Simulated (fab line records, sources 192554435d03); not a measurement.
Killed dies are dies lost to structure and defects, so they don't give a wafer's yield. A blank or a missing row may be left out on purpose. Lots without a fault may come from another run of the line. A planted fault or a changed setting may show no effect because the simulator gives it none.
Chamber matching | flow n5_finfet | N5_HKMG_FIN_ALD_91 on ald_metal-03: 4 sister chambers
The step deposits TiN, target thk 1 nm, pulse time 1 s, purge time 3 s. 14 wafers are shown with their chamber, then 7 later ones without.

WAFERS WITH THEIR CHAMBER
wafer  | chamber | heater_power_w (W) | precursor_pulse_height_rel
L551.2 | 1       | 833                | 1.014
L551.3 | 3       | 834                | 0.993
L551.5 | 0       | 782                | 1.006
L560.1 | 1       | 833                | 0.969
L560.2 | 0       | 806                | 0.988
L560.3 | 3       | 831                | 1.027
L562.1 | 0       | 763                | 0.996
L562.2 | 2       | 663                | 1.018
L562.4 | 1       | 800                | 1.001
L563.1 | 2       | 659                | 0.956
L563.2 | 1       | 840                | 0.975
L563.3 | 0       | 780                | 0.990
L565.1 | 3       | 811                | 1.014
L565.4 | 0       | 790                | 1.028

SIGNATURES (means of the wafers above)
reading                    | chamber 0 | chamber 1 | chamber 2 | chamber 3 | scatter within a chamber
heater_power_w             | 784.20    | 826.50    | 661.00    | 825.33    | 15.1
precursor_pulse_height_rel | 1.00160   | 0.98975   | 0.98700   | 1.01133   | 0.0222
Rule: a wafer's distance from a chamber is the root of the sum, over the readings, of the square of ((its reading less the chamber's mean) divided by the reading's scatter). The wafer belongs to the nearest chamber; if the next one is less than 2 further off, it can't be placed. The scatter: the root of (the sum of the squares of (reading less its chamber's mean) over the shown wafers, divided by (wafers less chambers)).

WAFERS WITHOUT THEIR CHAMBER
wafer  | heater_power_w (W) | precursor_pulse_height_rel
L565.5 | 831                | 1.013
L567.1 | 764                | 1.013
L567.3 | 851                | 0.983
L567.4 | 673                | 0.999
L568.3 | 820                | 1.014
L568.5 | 819                | 0.999
L568.6 | 668                | 1.018

WHICH CHAMBER EACH WENT THROUGH
wafer  | from the rows above          | in truth
L565.5 | can't be placed: 3 or 1      | 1
L567.1 | 0                            | 0
L567.3 | can't be placed: 1 or 3      | 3
L567.4 | 2                            | 2
L568.3 | can't be placed: 3 or 1      | 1
L568.5 | can't be placed: 1 or 3 or 0 | 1
L568.6 | 2                            | 2
Placed correctly: 3 of 7. Can't be placed from these rows: 4 (the true chamber is among the candidates in 4). Placed wrongly: 0.
